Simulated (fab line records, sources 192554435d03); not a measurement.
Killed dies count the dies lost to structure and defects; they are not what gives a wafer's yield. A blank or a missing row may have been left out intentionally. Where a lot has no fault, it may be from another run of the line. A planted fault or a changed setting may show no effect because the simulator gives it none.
The tool behind it: which one? -- flow n5_finfet -- 45 wafers from 15 lots sampled at 4 of the route's 1938 steps

## WHAT EACH GAUGE READ, for each wafer
The record lacks any reading of a measuring or inspecting step that a usual standard deviation could be used to judge.

## EACH LOT AND THE TOOL THAT RAN IT (in order: tool; ch and the chambers of the sampled wafers; start)
lot,N5_GATE_CUT_ALD_22,N5_GATE_CUT_CMP_61,N5_MOL_CONTACT_COAG_PEB_06,N5_MOL_CONTACT_COAG_ETCH_59
L534,"ald_sin-03 ch 0,2,3, day 4 16:25","cmp-02 ch 0,1,3, day 4 18:43","litho_track-04 ch 0, day 4 19:18","rie_diel-03 ch 0,1,3, day 4 19:32"
L535,"ald_sin-03 ch 1,3, day 4 23:46","cmp-02 ch 1,2,3, day 5 02:04","litho_track-05 ch 0, day 5 02:39","rie_diel-04 ch 2,3, day 5 02:52"
L536,"ald_sin-04 ch 1,2,3, day 5 05:29","cmp-01 ch 0,2,3, day 5 07:48","litho_track-02 ch 0, day 5 08:22","rie_diel-04 ch 0,1,2, day 5 08:50"
L537,"ald_sin-02 ch 0,1,3, day 5 07:57","cmp-03 ch 0,1,2, day 5 10:16","litho_track-02 ch 0, day 5 10:42","rie_diel-04 ch 1,2,3, day 5 10:56"
L538,"ald_sin-04 ch 1,2,3, day 5 12:16","cmp-01 ch 0,1,2, day 5 14:37","litho_track-02 ch 0, day 5 15:02","rie_diel-04 ch 0,1, day 5 15:27"
L539,"ald_sin-04 ch 0,1, day 5 21:14","cmp-03 ch 0,2,3, day 5 23:34","litho_track-05 ch 0, day 5 23:59","rie_diel-01 ch 1,2, day 6 00:13"
L540,"ald_sin-03 ch 0,1,2, day 6 00:56","cmp-02 ch 1,2,3, day 6 03:16","litho_track-02 ch 0, day 6 03:49","rie_diel-03 ch 1,2,3, day 6 04:03"
L542,"ald_sin-04 ch 2,3, day 6 17:26","cmp-03 ch 0,1,3, day 6 19:48","litho_track-04 ch 0, day 6 20:12","rie_diel-03 ch 0,1,2, day 6 20:26"
L543,"ald_sin-04 ch 0,1,2, day 7 01:05","cmp-03 ch 0,2,3, day 7 03:22","litho_track-02 ch 0, day 7 03:58","rie_diel-01 ch 0,1,2, day 7 04:11"
L547,"ald_sin-02 ch 0,1,2, day 7 20:44","cmp-01 ch 1,2, day 7 23:03","litho_track-05 ch 0, day 7 23:37","rie_diel-03 ch 0,1,3, day 7 23:50"
L550,"ald_sin-03 ch 1,3, day 8 11:46","cmp-03 ch 0,1,2, day 8 14:03","litho_track-02, day 8 14:31","rie_diel-01 ch 1,2, day 8 14:44"
L551,"ald_sin-03 ch 0,2,3, day 8 19:26","cmp-02 ch 0,2,3, day 8 21:46","litho_track-02, day 8 22:19","rie_diel-01 ch 0,2,3, day 8 22:32"
L552,"ald_sin-03 ch 0,1,3, day 9 03:00","cmp-01 ch 0,2, day 9 05:17","litho_track-05, day 9 05:46","rie_diel-04 ch 0,2, day 9 05:59"
L556,"ald_sin-03 ch 0,2,3, day 10 02:59","cmp-01 ch 0,2,3, day 10 05:16","litho_track-02 ch 0, day 10 05:46","rie_diel-01 ch 0,1,2, day 10 05:59"
L557,"ald_sin-02 ch 0,1,2, day 10 06:28","cmp-03 ch 1,3, day 10 08:46","litho_track-02 ch 0, day 10 09:21","rie_diel-01 ch 0,2, day 10 09:34"
- N5_GATE_CUT_ALD_22: deposits SiNx, target thk 16 nm, pulse time 1 s, ald cycles 320.
- N5_GATE_CUT_CMP_61: polishes, stops on SiNx, t overpolish 3 s.
- N5_MOL_CONTACT_COAG_PEB_06: peb time 60 s.
- N5_MOL_CONTACT_COAG_ETCH_59: etches underlayer in N2/H2, target depth 13 nm, time 10.4 s.

## AS READ BY THE TOOLS THEMSELVES (means over the sampled wafers that have a number; for cases with no such wafer, the mark the record gives instead)
N5_GATE_CUT_ALD_22.
lot,tool,heater_power_w (W),precursor_pulse_height_rel
L534,ald_sin-03,841,0.989
L535,ald_sin-03,812,1.011
L536,ald_sin-04,850,1.024
L537,ald_sin-02,829,0.989
L538,ald_sin-04,847,0.993
L539,ald_sin-04,785,1.007
L540,ald_sin-03,845,0.996
L542,ald_sin-04,854,1.014
L543,ald_sin-04,800,1.004
L547,ald_sin-02,820,0.998
L550,ald_sin-03,793,0.997
L551,ald_sin-03,840,0.982
L552,ald_sin-03,857,0.987
L556,ald_sin-03,834,0.981
L557,ald_sin-02,839,1.014

N5_GATE_CUT_CMP_61.
lot,tool,motor_current_A (A),platen_rpm (rpm),retaining_ring_pressure_frac,slurry_flow_ml_min
L534,cmp-02,11.0,27.094,0.998,150.1
L535,cmp-02,12.0,27.098,0.997,149.6
L536,cmp-01,11.7,27.086,0.995,150.5
L537,cmp-03,12.4,27.095,1.003,149.9
L538,cmp-01,11.4,27.103,0.999,149.7
L539,cmp-03,11.8,27.099,1.005,150.4
L540,cmp-02,11.9,27.092,1.003,150.1
L542,cmp-03,12.4,27.102,1.001,149.7
L543,cmp-03,11.8,27.080,0.998,150.3
L547,cmp-01,11.3,27.086,0.999,149.8
L550,cmp-03,12.2,27.075,0.999,150.3
L551,cmp-02,11.8,27.085,1.000,149.5
L552,cmp-01,11.3,27.090,0.997,150.1
L556,cmp-01,11.7,27.085,0.997,150.0
L557,cmp-03,13.0,27.092,0.997,150.2

N5_MOL_CONTACT_COAG_PEB_06.
lot,tool,chill_plate_temp_C (C),exhaust_pa (Pa),heater_power_total_W (W),resist_line_temp_C (C)
L534,litho_track-04,23.07,45.7,154.7,22.96
L535,litho_track-05,23.13,45.0,153.5,23.10
L536,litho_track-02,22.94,46.4,154.1,23.07
L537,litho_track-02,22.95,44.8,154.5,22.95
L538,litho_track-02,22.92,43.6,152.8,23.06
L539,litho_track-05,22.79,44.7,154.0,22.87
L540,litho_track-02,22.94,44.7,154.3,23.07
L542,litho_track-04,23.11,45.0,153.9,22.86
L543,litho_track-02,23.17,45.2,154.1,23.06
L547,litho_track-05,23.03,45.8,154.0,22.93
L550,litho_track-02,-,-,-,-
L551,litho_track-02,-,-,-,-
L552,litho_track-05,-,-,-,-
L556,litho_track-02,23.04,45.7,153.5,23.00
L557,litho_track-02,22.86,44.8,154.1,22.93

N5_MOL_CONTACT_COAG_ETCH_59.
lot,tool,drypump_motor_current_A (A),etch_rf_on_time_s (s),oes_product_au (a.u.),rf_vpp_V (V),showerhead_plenum_p_Torr (Torr),throttle_valve_pct (%)
L534,rie_diel-03,5.5,10.66,0.65,525.5,2.62,17.65
L535,rie_diel-04,6.0,10.22,0.63,524.9,2.55,17.66
L536,rie_diel-04,6.1,10.25,0.68,523.8,2.55,17.84
L537,rie_diel-04,6.0,10.28,0.67,524.5,2.58,17.74
L538,rie_diel-04,6.0,10.36,0.72,525.2,2.58,17.93
L539,rie_diel-01,5.0,10.15,0.62,524.2,2.57,17.92
L540,rie_diel-03,5.5,10.43,0.64,525.2,2.57,17.70
L542,rie_diel-03,5.3,10.53,0.67,525.3,2.59,17.56
L543,rie_diel-01,5.2,10.26,0.62,523.0,2.54,17.87
L547,rie_diel-03,5.5,10.61,0.64,525.8,2.61,17.69
L550,rie_diel-01,5.0,10.09,0.61,524.0,2.56,17.96
L551,rie_diel-01,5.6,10.30,0.66,524.0,2.55,17.76
L552,rie_diel-04,6.1,10.43,0.61,523.0,2.51,17.81
L556,rie_diel-01,5.2,10.26,0.62,522.9,2.52,17.93
L557,rie_diel-01,5.5,10.42,0.62,523.1,2.49,17.85

## THE ANSWER, worked out from the rows above alone
Rule: the lots themselves supply what counts as usual. Put in order of their means at a reading, lots are off if they are a third of the lots or fewer, leave a main group of 4 or more, and stand apart from it by a gap of 3 or more times the standard deviation of the main group's means; of several such gaps the widest counts. A main group is skipped when, at the precision printed for the reading in the tables above, its means are all equal. A lot without any number at a reading at which 4 lots or more have one is off too. The other lots that the step has rows for count as sound. After the gauges, taken in route order, come the tools' own readings; for these a lot's mean is taken, as printed above. At the first step where some lot is off, the reading lying furthest off is the one used; lots without a number count as furthest.
Off: L550, L551, L552, at N5_MOL_CONTACT_COAG_PEB_06 (chill_plate_temp_C). Without a number there: L550, L551, L552. For the main group the mean is 23.00 C and the standard deviation 0.11.
If a tool, at that step or one of the process steps before it, ran each lot that is off and ran no sound lot following the first of them, it fits. None of those tried fits.

## WHAT THE SIMULATOR HAD INSERTED
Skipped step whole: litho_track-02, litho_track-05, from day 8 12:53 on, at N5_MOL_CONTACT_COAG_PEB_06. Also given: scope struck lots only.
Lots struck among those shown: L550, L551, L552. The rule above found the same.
